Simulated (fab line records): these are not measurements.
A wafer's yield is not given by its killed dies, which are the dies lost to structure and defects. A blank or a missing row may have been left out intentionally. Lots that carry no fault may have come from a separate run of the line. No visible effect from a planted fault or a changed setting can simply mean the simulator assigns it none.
fab line records	flow n5_finfet
record: lots: 10	wafers: 30	last_day: 16
route steps=1938 shown ZERO_LAYER@19 PMOS_HMC_CHANNEL_EPI@69 FIN_SAQP@96 BEOL_M4@1111 PASSIVATION@1936
lots with no fault: from the same line, run without faults
start_h: start of the lot's first displayed wafer, in hours after the record's first day	wait_h: time in hours since the lot's previous step	" the same as in the row above	L1.1+2: a single row standing in for several wafers	- no value, or no start given	* or withheld: withheld	< > ~ a bound
route shown NAME@n: NAME is a module with steps in the file, n the number in the route of the first one	usual: mean/standard deviation taken from wafers without a fault	same: alike in all rows	chamber/n: place in a boat	sites: per-site readings	_std_site: the standard deviation of these	_edge_site: inner sites' mean taken away from outer sites' mean	radius_mm: how far each site lies from the wafer's centre	mask NAME#n: copy n	behind: the most recent tool/chamber to have shaped the wafer	hold: what put the lot on hold/how long, in hours/how the hold closed	device: the n, p or np transistor that did not switch	end of line: tests of these same wafers at the route's end	step lacking rows: just its recipe	killed: count of dies lost to structure and defects at first sort (not the wafer's yield)	map: shows each die of a wafer: x if killed, . if not, _ if none is there
set.NAME: setting as actually run; set.NAME@STEP: the setting as run at that earlier step	model.NAME: the simulator's own value behind a step, which no gauge read
one table for each step of the route and one row for each wafer, over a sample of lots
services: the hour from which a tool's chamber was out of use, counted from the record's first day as start_h (under 0 if before that day), plus the number of hours and why
== steps ==
step: N5_ZERO_LAYER_INSPECT_20
recipe: inspect_instrument: darkfield	mode: post_clean
usual: raw_defect_count: 35/17
lot.wafer	tool	chamber	start_h	wait_h	raw_defect_count
L652.1	defect_inspect-01	-	43.76	0.0	22
L652.2	"	-	"	"	35
L652.6	"	-	"	"	24
L653.1	defect_inspect-01	-	50.44	0.0	23
L653.2	"	-	"	"	21
L653.4	"	-	"	"	23
L657.2	defect_inspect-01	-	73.26	0.0	39
L657.4	"	-	"	"	31
L657.5	"	-	"	"	18
L658.1	defect_inspect-01	-	79.25	0.0	19
L658.3	"	-	"	"	8
L658.5	"	-	"	"	16
L659.1	defect_inspect-01	-	85.39	0.0	41
L659.4	"	-	"	"	45
L659.5	"	-	"	"	41
L661.1	defect_inspect-01	-	97.25	0.0	34
L661.3	"	-	"	"	49
L661.6	"	-	"	"	15
L665.2	defect_inspect-02	-	121.25	0.0	107
L665.4	"	-	"	"	52
L665.5	"	-	"	"	90
L666.1	defect_inspect-01	-	127.49	0.0	19
L666.5	"	-	"	"	33
L666.6	"	-	"	"	39
L667.2	defect_inspect-01	-	133.38	0.0	84
L667.4	"	-	"	"	48
L667.6	"	-	"	"	27
L668.1	defect_inspect-02	-	139.28	0.0	41
L668.3	"	-	"	"	54
L668.5	"	-	"	"	36
step: N5_PMOS_HMC_CHANNEL_EPI_ETCH_32
recipe: chemistry: N2/H2	target: BARC	stop_on: SiO2	target_depth_a: 858	over_etch_frac: 0.3	time_s: 50.3	ion_energy_ev: 200	mask_material: CAR-ArF-block	pressure_mtorr: 30	source_w: 840	bias_w: 150	n2_flow_sccm: 200	h2_flow_sccm: 200
usual: bias_w: 150.0/0.43	chamber_pressure_mTorr: 30.000/0.027	drypump_motor_current_A: 5.5/0.43	oes_product_au: 0.68/0.055	rf_vpp_V: 524.2/2.8	showerhead_plenum_p_Torr: 2.55/0.11	throttle_valve_pct: 17.73/0.2
same: over_etch_frac: 0.3
lot.wafer	tool	chamber	start_h	wait_h	bias_w	chamber_pressure_mTorr	drypump_motor_current_A	oes_product_au	rf_hours_counter_h	rf_vpp_V	showerhead_plenum_p_Torr	throttle_valve_pct
L652.1	rie_diel-06	0	48.33	0.0	149.8	29.970	5.7	0.58	232	525.6	2.62	17.82
L652.2	"	3	"	"	150.6	29.986	5.9	0.70	94	518.9	2.35	17.38
L652.6	"	1	"	"	150.0	30.004	4.7	0.61	-	522.7	2.51	17.76
L653.1	rie_diel-02	1	54.40	0.0	149.1	30.000	6.0	0.69	108	522.4	2.44	17.45
L653.2	"	2	"	"	150.8	29.979	5.9	0.65	163	524.7	2.52	17.91
L653.4	"	0	"	"	149.9	29.955	5.1	0.67	131	523.8	2.53	17.63
L657.2	rie_diel-05	2	77.38	0.0	150.1	30.033	5.1	0.76	37	526.6	2.71	17.70
L657.4	"	2	"	"	149.6	30.019	5.1	0.75	-	527.8	2.71	17.71
L657.5	"	3	"	"	150.0	29.983	5.2	0.79	-	525.1	2.62	17.91
L658.1	rie_diel-02	1	83.22	0.0	149.6	30.007	6.0	0.69	116	521.9	2.43	17.44
L658.3	"	3	"	"	149.1	29.994	5.5	0.66	121	527.2	2.68	18.03
L658.5	"	1	"	"	149.7	30.017	6.1	0.69	-	522.1	2.43	17.46
L659.1	rie_diel-02	2	89.30	0.0	150.5	30.007	5.9	0.64	172	524.9	2.52	17.91
L659.4	"	1	"	"	150.4	29.958	6.0	0.68	118	522.2	2.43	17.45
L659.5	"	2	"	"	150.0	29.964	5.9	0.64	-	524.5	2.52	17.92
L661.1	rie_diel-06	0	101.66	0.0	150.5	29.984	5.6	0.57	252	526.8	2.61	17.86
L661.3	"	3	"	"	149.4	30.038	5.9	0.70	112	519.1	2.34	17.42
L661.6	"	1	"	"	150.5	30.005	4.7	0.60	-	524.2	2.50	17.78
L665.2	rie_diel-05	1	124.96	0.0	150.0	29.959	5.8	0.79	22	525.4	2.62	18.08
L665.4	"	2	"	"	149.8	29.974	5.1	0.74	51	527.0	2.71	17.74
L665.5	"	0	"	"	149.7	29.988	6.0	0.73	-	523.5	2.59	17.73
L666.1	rie_diel-02	3	131.79	0.0	150.3	29.999	5.5	0.65	136	527.3	2.67	18.06
L666.5	"	1	"	"	149.9	29.977	6.0	0.68	-	521.5	2.43	17.48
L666.6	"	0	"	"	149.6	30.024	5.0	0.65	-	523.5	2.52	17.67
L667.2	rie_diel-05	0	137.30	0.0	150.2	30.006	6.0	0.73	56	525.7	2.59	17.73
L667.4	"	2	"	"	150.4	30.009	5.1	0.73	55	528.0	2.70	17.75
L667.6	"	3	"	"	150.1	30.006	5.2	0.76	-	524.6	2.62	17.92
L668.1	rie_diel-02	2	144.11	0.0	150.3	29.955	5.9	0.63	190	522.6	2.51	17.97
L668.3	"	1	"	"	150.0	30.026	6.0	0.67	135	520.7	2.43	17.48
L668.5	"	2	"	"	150.1	30.018	5.9	0.63	-	523.4	2.51	17.94
step: N5_PMOS_HMC_CHANNEL_EPI_HM_STRIP_35
recipe: chemistry: dHF	temp_c: 25	material: SiO2	target: SiO2	target_depth_a: 396	time_s: 216
usual: bath_heat_duty_pct: 6.3/0.69	run_length_s: 221.9/0.99
lot.wafer	tool	chamber	start_h	wait_h	bath_heat_duty_pct	run_length_s
L652.1	wet_bench-01	7	50.20	1.0	6.8	220.4
L652.2	"	4	"	"	5.6	222.5
L652.6	"	2	"	"	6.9	220.2
L653.1	wet_bench-01	5	57.20	1.8	5.9	222.6
L653.2	"	2	"	"	7.5	220.4
L653.4	"	7	"	"	5.9	221.0
L657.2	wet_bench-01	2	79.21	0.8	-	-
L657.4	"	1	"	"	-	-
L657.5	"	6	"	"	-	-
L658.1	wet_bench-06	5	85.97	1.8	-	-
L658.3	"	6	"	"	-	-
L658.5	"	4	"	"	-	-
L659.1	wet_bench-01	3	92.05	1.8	-	-
L659.4	"	7	"	"	-	-
L659.5	"	4	"	"	-	-
L661.1	wet_bench-06	7	103.91	1.4	6.2	222.4
L661.3	"	0	"	"	7.1	223.3
L661.6	"	2	"	"	5.9	220.7
L665.2	wet_bench-01	6	126.81	0.9	6.9	221.8
L665.4	"	1	"	"	6.1	222.0
L665.5	"	2	"	"	6.6	220.5
L666.1	wet_bench-05	3	133.64	1.0	6.6	223.8
L666.5	"	6	"	"	4.8	222.3
L666.6	"	0	"	"	7.0	224.9
L667.2	wet_bench-01	7	139.54	1.1	6.9	221.3
L667.4	"	0	"	"	7.1	221.9
L667.6	"	6	"	"	6.7	221.9
L668.1	wet_bench-01	5	145.93	1.0	6.7	223.2
L668.3	"	2	"	"	7.8	220.3
L668.5	"	7	"	"	6.2	222.4
step: N5_FIN_SAQP_HM_DEP_03
recipe: material: SiNx	target_thk_a: 380	temp_c: 400	precursor: SiH4/NH3/N2	pressure_torr: 1.5	rf_w: 300	time_s: 33.6
usual: heater_power_w: 707/82	showerhead_plenum_p_Torr: 5.14/0.077	throttle_valve_pct: 41.4/3
lot.wafer	tool	chamber	start_h	wait_h	heater_power_w	showerhead_plenum_p_Torr	throttle_valve_pct
L652.1	pecvd-04	2	51.75	0.2	692	5.03	38.5
L652.2	"	1	"	"	772	5.09	44.7
L652.6	"	2	"	"	681	5.04	38.3
L653.1	pecvd-04	2	58.68	0.2	703	5.03	38.4
L653.2	"	0	"	"	615	5.13	41.7
L653.4	"	2	"	"	703	5.04	38.4
L661.1	pecvd-01	2	106.61	0.2	723	5.14	41.2
L661.3	"	1	"	"	789	5.27	46.7
L661.6	"	2	"	"	714	5.14	41.3
L665.2	pecvd-04	0	128.60	0.2	698	5.13	41.8
L665.4	"	1	"	"	786	5.11	44.4
L665.5	"	0	"	"	714	5.13	42.1
L666.1	pecvd-01	0	135.06	0.2	528	5.04	38.5
L666.5	"	0	"	"	534	5.04	38.8
L666.6	"	2	"	"	737	5.16	41.1
L667.2	pecvd-01	2	140.96	0.2	698	5.14	41.2
L667.4	"	1	"	"	795	5.28	46.5
L667.6	"	0	"	"	623	5.04	38.7
L668.1	pecvd-03	2	147.83	0.2	662	5.17	37.5
L668.3	"	2	"	"	615	5.17	37.6
L668.5	"	2	"	"	635	5.16	37.7
step: N5_BEOL_M4_RC_MEAS_101
usual: DIBL_N: 36.7/2.4	DIBL_P: 37.4/2.9	IOFF_N: 0.18/0.05	IOFF_P: 0.23/0.058	ION_N: 683/16	ION_P: 467/11	SS_N: 71.7/0.77	SS_P: 73.5/0.87	VT_N: 249/4.3	VT_P: -250/4.4
lot.wafer	tool	chamber	start_h	wait_h	DIBL_N[mV/V]	DIBL_P[mV/V]	IOFF_N[nA/um]	IOFF_P[nA/um]	ION_N[uA/um]	ION_P[uA/um]	SS_N[mV/dec]	SS_P[mV/dec]	VT_N[mV]	VT_P[mV]
L652.1	prober-01	0	195.96	0.0	36.8	38.4	0.15	0.23	665	467	71.2	74.1	253	-250
L652.2	"	0	"	"	39.4	42.4	0.25	0.32	709	489	73.4	74.4	245	-246
L652.6	"	0	"	"	35.4	37.2	0.14	0.21	668	464	71.2	74.1	254	-254
L653.1	prober-01	0	201.04	0.0	36.1	36.6	0.17	0.26	687	481	71.3	73.1	246	-246
L653.2	"	0	"	"	37.2	36.7	0.17	0.24	664	454	72.0	73.6	249	-246
L653.4	"	0	"	"	36.5	36.5	0.17	0.24	688	474	71.9	73.3	249	-248
L661.1	prober-02	0	251.41	0.0	40.2	40.8	0.23	0.29	690	473	73.1	74.3	243	-246
L661.3	"	0	"	"	36.4	36.5	0.16	0.22	691	476	71.3	72.9	247	-249
L661.6	"	0	"	"	40.9	42.7	0.29	0.33	711	480	72.8	74.5	238	-242
L665.2	prober-01	0	266.93	0.2	33.5	32.2	0.11	0.16	670	464	71.7	72.3	256	-255
L665.4	"	0	"	"	38.5	38.8	0.20	0.25	689	472	72.1	74.1	247	-249
L665.5	"	0	"	"	38.0	37.9	0.20	0.25	702	474	72.0	74.1	247	-248
L666.1	prober-01	0	278.14	0.0	40.3	42.7	0.30	0.37	702	484	73.1	74.9	240	-243
L666.5	"	0	"	"	40.3	41.8	0.27	0.34	679	466	73.4	76.0	245	-246
L666.6	"	0	"	"	35.6	37.4	0.19	0.24	703	483	71.7	72.8	245	-247
L667.2	prober-01	0	285.61	0.2	37.9	40.9	0.19	0.23	669	459	72.2	73.8	248	-251
L667.4	"	0	"	"	34.5	35.3	0.13	0.15	664	449	71.4	72.8	251	-256
L667.6	"	0	"	"	35.7	38.1	0.16	0.19	666	449	71.5	73.4	247	-254
L668.1	prober-01	0	295.35	0.0	35.4	36.6	0.16	0.17	683	459	71.9	72.5	251	-256
L668.3	"	0	"	"	38.2	38.8	0.25	0.22	703	463	72.9	73.6	242	-252
L668.5	"	0	"	"	33.6	34.3	0.14	0.14	693	455	71.1	72.7	249	-259
step: N5_PASSIVATION_PROBE_49
usual: defect_limited_yield: 91.4/1.6	killed_at_M0_to_M3: 31/11	killed_at_M4_up: 14/5.7	killed_at_contacts: 12/6	killed_at_front_end: 41/13	killed_at_other: 3.3/2.8	killed_dies: 101/19	killed_on_rim: 13/3.9	killed_open: 67/14	killed_short: 33/8.2	sort_bin_4_leakage: 0.0/0.37	sort_bin_5_function: 5.0/1.1	sort_bin_6_memory: 3.3/0.74	sort_n_pass: 1078/20	sort_yield_pct: 91.3/1.7
same: gross_dies: 1180	killed_at_back_side: 0	sort_bin_8_speed[%]: 0
lot.wafer	tool	chamber	start_h	wait_h	defect_limited_yield[%]	killed_at_M0_to_M3	killed_at_M4_up	killed_at_contacts	killed_at_front_end	killed_at_other	killed_dies	killed_on_rim	killed_open	killed_short	sort_bin_4_leakage[%]	sort_bin_5_function[%]	sort_bin_6_memory[%]	sort_n_pass	sort_yield_pct[%]
L657.2	prober-01	-	324.61	0.1	0	38	14	7	1120	1	1180	152	61	42	0	95.6	3.7	0	0
L657.4	prober-01	-	324.71	0.2	0	47	4	14	1111	4	1180	152	87	53	0	94.3	5.1	0	0
L657.5	prober-01	-	324.76	0.2	0	43	23	8	1105	1	1180	152	100	43	0	94.9	4.8	0	0
L658.1	prober-02	-	328.45	0.0	0	29	20	13	1111	7	1180	152	62	27	0	96.9	2.7	0	0
L658.3	prober-02	-	328.55	0.1	0	60	20	13	1086	1	1180	152	98	31	0	95.7	4.1	0	0
L658.5	prober-02	-	328.65	0.2	0	48	12	29	1080	11	1180	152	75	44	0	95.5	4.1	0	0
L659.1	prober-02	-	334.41	0.0	0	64	7	4	1102	3	1180	152	81	48	0	95.3	4.1	0	0
L659.4	prober-02	-	334.56	0.2	0	35	15	5	1123	2	1180	152	63	31	0	96.9	2.9	0	0
L659.5	prober-02	-	334.61	0.2	0	30	12	6	1131	1	1180	152	49	32	0	96.8	2.7	0	0
killed by level:class
L657.2 PMOS_HMC_CHANNEL_EPI:area_strip=1076 FIN_SAQP:geometric_particle:short=14 BEOL_M2:geometric_particle:open=13 FIN_SAQP:geometric_particle:open=7 BEOL_M0_SAQP:geometric_particle:short=7 STI_FIN_REVEAL:geometric_particle:open=6 BEOL_M0_SAQP:geometric_particle:open=6 BEOL_M1:geometric_particle:open=6
L657.4 PMOS_HMC_CHANNEL_EPI:area_strip=1040 FIN_SAQP:geometric_particle:short=28 FIN_SAQP:geometric_particle:open=15 BEOL_M0_SAQP:geometric_particle:open=12 MOL_CONTACT_COAG:geometric_particle:open=11 STI_FIN_REVEAL:geometric_particle:open=10 BEOL_M1:geometric_particle:open=8 BEOL_M0_SAQP:geometric_particle:short=7
L657.5 PMOS_HMC_CHANNEL_EPI:area_strip=1034 STI_FIN_REVEAL:geometric_particle:open=23 FIN_SAQP:geometric_particle:short=14 BEOL_M3:geometric_particle:open=13 BEOL_M0_SAQP:geometric_particle:open=12 BEOL_M5:geometric_particle:open=9 BEOL_M4:geometric_particle:open=7 MOL_CONTACT_COAG:geometric_particle:open=6
L658.1 PMOS_HMC_CHANNEL_EPI:area_strip=1089 BEOL_M4:geometric_particle:open=11 BEOL_M2:geometric_particle:open=10 MOL_CONTACT_COAG:geometric_particle:open=9 BEOL_M0_SAQP:geometric_particle:short=6 BEOL_M0_SAQP:geometric_particle:open=5 BEOL_M7:geometric_particle:open=5 STI_FIN_REVEAL:geometric_particle:open=4
L658.3 PMOS_HMC_CHANNEL_EPI:area_strip=1049 FIN_SAQP:geometric_particle:open=18 BEOL_M1:geometric_particle:open=12 MOL_CONTACT_COAG:geometric_particle:open=11 BEOL_M0_SAQP:geometric_particle:open=10 BEOL_M2:geometric_particle:open=10 BEOL_M3:geometric_particle:open=8 BEOL_M0_SAQP:geometric_particle:short=6
L658.5 PMOS_HMC_CHANNEL_EPI:area_strip=1059 MOL_CONTACT_COAG:geometric_particle:open=25 BEOL_M2:geometric_particle:open=16 BEOL_M2:geometric_particle:short=8 BEOL_M1:geometric_particle:short=7 BEOL_M0_SAQP:geometric_particle:open=5 MOL_CONTACT_COAG:geometric_particle:short=4 BEOL_M0_SAQP:geometric_particle:short=4
L659.1 PMOS_HMC_CHANNEL_EPI:area_strip=1051 BEOL_M0_SAQP:geometric_particle:short=23 BEOL_M0_SAQP:geometric_particle:open=19 FIN_SAQP:geometric_particle:open=12 FIN_SAQP:geometric_particle:short=9 GATE_CUT:geometric_particle:open=8 GATE_CUT:geometric_particle:short=7 BEOL_M3:geometric_particle:open=7
L659.4 PMOS_HMC_CHANNEL_EPI:area_strip=1085 DUMMY_GATE:geometric_particle:open=8 BEOL_M0_SAQP:geometric_particle:open=8 BEOL_M1:geometric_particle:open=8 STI_FIN_REVEAL:geometric_particle:open=6 BEOL_M4:geometric_particle:open=6 FIN_SAQP:geometric_particle:open=5 ILD0:geometric_particle:short=5
L659.5 PMOS_HMC_CHANNEL_EPI:area_strip=1099 BEOL_M0_SAQP:geometric_particle:short=9 BEOL_M1:geometric_particle:open=8 STI_FIN_REVEAL:geometric_particle:open=7 GATE_CUT:geometric_particle:short=6 BEOL_M0_SAQP:geometric_particle:open=6 MOL_CONTACT_COAG:geometric_particle:open=5 FIN_SAQP:geometric_particle:short=3
== services ==
tool	chamber	start_h	hours	kind
rie_diel-02	3	33.27	5.6	repair
rie_diel-02	1	40.12	7.8	repair
rie_diel-02	-	44.13	2.8	pm
pecvd-04	0	50.99	5.5	scheduled_down
pecvd-01	-	65.20	12.1	repair
rie_diel-05	0	73.14	6.9	repair
rie_diel-02	2	79.85	2.1	repair
pecvd-04	1	84.19	-	calibration
pecvd-04	-	98.89	2.7	repair
rie_diel-06	0	110.30	-	clean
rie_diel-06	0	110.30	-	consumable_replace:focus_ring
rie_diel-06	0	110.30	20.4	scheduled_down
rie_diel-06	0	110.30	20.4	vent_cycle
pecvd-04	2	118.86	5.5	scheduled_down
wet_bench-06	-	131.72	1.5	repair
rie_diel-02	3	135.96	8.7	repair
== key ==
first_sign: step: N5_PMOS_HMC_CHANNEL_EPI_HM_STRIP_35	reading: tool_record	direction: missing
effect: step: N5_PASSIVATION_PROBE_49	reading: sort_bin_5_function	direction: up	sigmas: 86	usual: 5.0	struck: 95.8
more_kills_born_at: N5_PMOS_HMC_CHANNEL_EPI_HM_STRIP_35@wet_bench-01: 6385	N5_PMOS_HMC_CHANNEL_EPI_HM_STRIP_35@wet_bench-06: 3197
met_at N5_PMOS_HMC_CHANNEL_EPI_HM_STRIP_35
struck_lots L657,L658,L659
later_rows_left_out L657.2,L657.4,L657.5,L658.1,L658.3,L658.5,L659.1,L659.4,L659.5
not_acting_at N5_ZERO_LAYER_INSPECT_20,N5_PMOS_HMC_CHANNEL_EPI_ETCH_32,N5_FIN_SAQP_HM_DEP_03
onset_between 57.20 79.21
fault: kind: skipped_step_whole	tool: wet_bench-01,wet_bench-06	chamber: -	onset_h: 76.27	steps: N5_PMOS_HMC_CHANNEL_EPI_HM_STRIP_35	scope: struck_lots_only
later_rows_left_out: the simulator's readings of these wafers behind a module that went badly wrong aren't trusted and aren't shown, but for the sort
